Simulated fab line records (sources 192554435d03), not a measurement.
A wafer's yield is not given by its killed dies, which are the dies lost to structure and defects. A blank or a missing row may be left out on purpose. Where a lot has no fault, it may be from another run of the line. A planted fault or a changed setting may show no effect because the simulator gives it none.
Split-lot study :: flow n5-finfet :: 21 wafers read across 7 lots, on a route 1938 steps long

## ON THE SPLIT
At N5_BEOL_M5_TRENCH_ETCH_37 (etches SiCOH lowk in C4F6/O2, target depth 71.652 nm, time 24.7 s), the setting time-s was moved away from the recipe's 24.7 s on 6 of the 21 wafers read, by -14.4% to +22.2%. This setting was run at the recipe's value on the other wafers.

## FROM THE SPLIT TO THE READING: what the file shows between them, 13 steps
- N5_BEOL_M5_ETCH_41: etches SiCN in CH3F/O2, target depth 31.5 nm, time 56.7 s (also split here: source-w)
- N5_BEOL_M5_STRIP_91: strips in N2/H2, time 10 s
- N5_BEOL_M5_OCD_MEAS_38
- N5_BEOL_M5_HM_STRIP_39: strips TiN in peroxide tin strip, target depth 25 nm, time 158 s
- N5_BEOL_M5_SRD_40: time 30 s
- N5_BEOL_M5_ECD_50: material Cu, target thk 300 nm
- N5_BEOL_M5_ANNEAL_51: time 90 s
- N5_BEOL_M5_CMP_52: polishes, stops on SiCOH lowk, t overpolish 6.9 s, target thk 62 nm
- N5_BEOL_M5_THK_MEAS_53: measures by xrf
- N5_BEOL_M5_PRE_CLEAN_77: time 15 s
- N5_BEOL_M5_CO_CAP_78: material Co, precursor CCTBA/H2, target thk 2 nm, time 102.1 s
- N5_BEOL_M5_PRE_CLEAN_55: time 15 s
- N5_BEOL_M5_DEP_56: deposits SiCN from 3MS/NH3, target thk 8 nm, time 14 s

## THE READING
M5_RS in ohm/sq, measured at N5_BEOL_M5_RS_MEAS_57 by four-point-probe. Fault-free wafers of this fab line usually give 0.396 ohm/sq, standard deviation 0.015 ohm/sq.

wafer: L077.1
tool, chamber at the split: rie-diel-03, 2
time-s as run, s: 24.7
against the recipe: recipe
M5_RS, ohm/sq: 0.413
against lot-mates on the recipe: -

wafer: L077.2
tool, chamber at the split: rie-diel-03, 1
time-s as run, s: 24.7
against the recipe: recipe
M5_RS, ohm/sq: 0.378
against lot-mates on the recipe: -

wafer: L077.5
tool, chamber at the split: rie-diel-03, 0
time-s as run, s: 24.7
against the recipe: recipe
M5_RS, ohm/sq: 0.379
against lot-mates on the recipe: -

wafer: L078.1
tool, chamber at the split: rie-diel-03, 2
time-s as run, s: 24.7
against the recipe: recipe
M5_RS, ohm/sq: 0.392
against lot-mates on the recipe: -

wafer: L078.5
tool, chamber at the split: rie-diel-03, 2
time-s as run, s: 27.07
against the recipe: +9.6%
M5_RS, ohm/sq: 0.352
against lot-mates on the recipe: -0.042

wafer: L078.6
tool, chamber at the split: rie-diel-03, 3
time-s as run, s: 24.7
against the recipe: recipe
M5_RS, ohm/sq: 0.395
against lot-mates on the recipe: -

wafer: L081.3
tool, chamber at the split: rie-diel-03, 1
time-s as run, s: 24.7
against the recipe: recipe
M5_RS, ohm/sq: 0.408
against lot-mates on the recipe: -

wafer: L081.4
tool, chamber at the split: rie-diel-03, 3
time-s as run, s: 24.7
against the recipe: recipe
M5_RS, ohm/sq: 0.408
against lot-mates on the recipe: -

wafer: L081.5
tool, chamber at the split: rie-diel-03, 2
time-s as run, s: 24.7
against the recipe: recipe
M5_RS, ohm/sq: 0.431
against lot-mates on the recipe: -

wafer: L083.1
tool, chamber at the split: rie-diel-03, 0
time-s as run, s: 30.18
against the recipe: +22.2%
M5_RS, ohm/sq: 0.292
against lot-mates on the recipe: no lot-mate on the recipe

wafer: L083.3
tool, chamber at the split: rie-diel-03, 2
time-s as run, s: 30.18
against the recipe: +22.2%
M5_RS, ohm/sq: 0.306
against lot-mates on the recipe: no lot-mate on the recipe

wafer: L083.4
tool, chamber at the split: rie-diel-03, 3
time-s as run, s: 30.18
against the recipe: +22.2%
M5_RS, ohm/sq: 0.302
against lot-mates on the recipe: no lot-mate on the recipe

wafer: L087.2
tool, chamber at the split: rie-diel-05, 1
time-s as run, s: 21.15
against the recipe: -14.4%
M5_RS, ohm/sq: 0.464
against lot-mates on the recipe: +0.094

wafer: L087.3
tool, chamber at the split: rie-diel-05, 0
time-s as run, s: 24.7
against the recipe: recipe
M5_RS, ohm/sq: 0.370
against lot-mates on the recipe: -

wafer: L087.4
tool, chamber at the split: rie-diel-05, 3
time-s as run, s: 21.15
against the recipe: -14.4%
M5_RS, ohm/sq: 0.499
against lot-mates on the recipe: +0.129

wafer: L091.3
tool, chamber at the split: rie-diel-06, 1
time-s as run, s: 24.7
against the recipe: recipe
M5_RS, ohm/sq: 0.398
against lot-mates on the recipe: -

wafer: L091.4
tool, chamber at the split: rie-diel-06, 2
time-s as run, s: 24.7
against the recipe: recipe
M5_RS, ohm/sq: 0.390
against lot-mates on the recipe: -

wafer: L091.6
tool, chamber at the split: rie-diel-06, 1
time-s as run, s: 24.7
against the recipe: recipe
M5_RS, ohm/sq: 0.393
against lot-mates on the recipe: -

wafer: L096.2
tool, chamber at the split: rie-diel-03, 2
time-s as run, s: 24.7
against the recipe: recipe
M5_RS, ohm/sq: 0.426
against lot-mates on the recipe: -

wafer: L096.3
tool, chamber at the split: rie-diel-03, 0
time-s as run, s: 24.7
against the recipe: recipe
M5_RS, ohm/sq: 0.425
against lot-mates on the recipe: -

wafer: L096.5
tool, chamber at the split: rie-diel-03, 0
time-s as run, s: 24.7
against the recipe: recipe
M5_RS, ohm/sq: 0.417
against lot-mates on the recipe: -

THE FIT
A straight line over all 21 wafers: M5_RS changes by -0.00485 ohm/sq for each +1% of time-s; r = -0.94; the points scatter about the line by 0.018 ohm/sq.
The same after taking each lot's own level away (the mean of its wafers on the recipe; 18 wafers): -0.00703 ohm/sq for each +1%; r = -0.95; scatter 0.013 ohm/sq.
Per that fit: largest time-s move, reading shift of 0.16 ohm/sq.
The span of the lots' own levels, 0.3700 to 0.4227 ohm/sq, comes to 3.5 times the standard deviation stated above.
Hence the slope depends on the lot-to-lot level, as the two fits are not the same.
Check: for one of the wafers moved furthest among these (-14.4%), held out of the fit, the line's prediction against its lot-mates is +0.111 ohm/sq. It came out at +0.094 ohm/sq against them.

## THE OTHER SPLITS THESE WAFERS WENT THROUGH
Note: prior to the reading, these wafers also went through further splits. Each is held against what the fit with the lots' levels taken away leaves over:
other split on the same wafers: N5_BEOL_M4_DESCUM_16 time-s
wafers away from the commonest value: 8
r with M5_RS (lot level and that fit taken away): +0.28

other split on the same wafers: N5_BEOL_M5_HM_DEP_02 target-thk-a
wafers away from the commonest value: 13
r with M5_RS (lot level and that fit taken away): +0.13

other split on the same wafers: N5_BEOL_M5_ETCH_41 source-w
wafers away from the commonest value: 7
r with M5_RS (lot level and that fit taken away): -0.08

## THE WHOLE CHAIN: every reading that the file lists as answering this split, in the file's order
step: N5_BEOL_M5_TRENCH_ETCH_37
what it does: etches SiCOH lowk in C4F6/O2, target depth 71.652 nm, time 24.7 s
reading: etch.depth-nm (the simulator's own value, which no gauge read)
change (the file's fit): +0.87 nm for each +1% of the setting
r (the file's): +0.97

step: N5_BEOL_M5_TRENCH_ETCH_37
what it does: etches SiCOH lowk in C4F6/O2, target depth 71.652 nm, time 24.7 s
reading: BEOL_M5.feature-depth-nm (the simulator's own value, which no gauge read)
change (the file's fit): +0.86 nm for each +1% of the setting
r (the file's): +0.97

step: N5_BEOL_M5_OCD_MEAS_38
what it does: 
reading: trench-depth-nm
change (the file's fit): +0.904 nm for each +1% of the setting
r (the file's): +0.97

step: N5_BEOL_M5_CMP_52
what it does: polishes, stops on SiCOH lowk, t overpolish 6.9 s, target thk 62 nm
reading: Cu_of_BEOL_M5_ECD_50.thk-nm (the simulator's own value, which no gauge read)
change (the file's fit): +0.778 nm for each +1% of the setting
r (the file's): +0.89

step: N5_BEOL_M5_THK_MEAS_53
what it does: measures by xrf
reading: M5_THK
change (the file's fit): +0.782 for each +1% of the setting
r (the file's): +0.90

step: N5_BEOL_M5_RS_MEAS_57
what it does: measures by four-point-probe
reading: M5_RS
change (the file's fit): -0.00669 for each +1% of the setting
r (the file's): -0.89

## FILE'S OWN FIT
M5_RS changes by -0.00669 ohm/sq for each +1% of time-s, r = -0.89.
